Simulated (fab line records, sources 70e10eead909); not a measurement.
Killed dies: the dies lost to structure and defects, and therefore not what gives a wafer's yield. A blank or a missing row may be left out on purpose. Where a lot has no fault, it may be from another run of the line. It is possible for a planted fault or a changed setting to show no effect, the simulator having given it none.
Matching of chambers	flow nand-harc	NHARC_A_STAIRCASE_DESCUM_219 on rie-diel-03: 4 sister chambers
The step chemistry O2, time 3 s. 8 wafers are shown with their chamber, then 9 later ones without.

== WAFERS WITH THEIR CHAMBER ==
wafer	chamber	drypump-motor-current-A (A)	showerhead-plenum-p-Torr (Torr)
L079.6	2	5.6	2.02
L085.3	0	5.6	1.99
L085.5	0	5.6	1.99
L087.5	3	6.7	1.89
L087.6	1	4.9	1.97
L091.1	3	6.8	1.88
L091.3	2	5.6	2.01
L091.4	1	4.9	1.96

== WAFERS WITHOUT THEIR CHAMBER ==
wafer	drypump-motor-current-A (A)	showerhead-plenum-p-Torr (Torr)
L092.1	5.6	2.01
L092.2	6.7	1.88
L092.4	5.6	2.01
L095.3	4.9	1.96
L095.5	5.6	2.01
L095.6	6.8	1.88
L097.1	5.7	2.01
L097.2	4.9	1.96
L097.3	6.8	1.88

== EACH ONE'S CHAMBER ==
wafer	from the rows above	in truth
L092.1	2	2
L092.2	3	3
L092.4	2	2
L095.3	1	1
L095.5	2	2
L095.6	3	3
L097.1	can't be placed: 2 or 0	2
L097.2	1	1
L097.3	3	3
Correct placement for 8 of the 9. Unplaceable from these rows: 1, with the true chamber sitting among the candidates in 1. Placed wrongly: 0.
How it was worked out, from the rows above alone: a wafer's distance from a chamber is the root of the sum, over the readings, of the square of ((its reading less the chamber's mean) divided by the reading's scatter). If the next closest chamber is less than 2 further off than the closest, the wafer can't be placed; otherwise it belongs to the closest. The mean given for a chamber averages the wafers shown for that chamber. The scatter: the root of (the sum of the squares of (reading less its chamber's mean) over the shown wafers, divided by (wafers less chambers)).
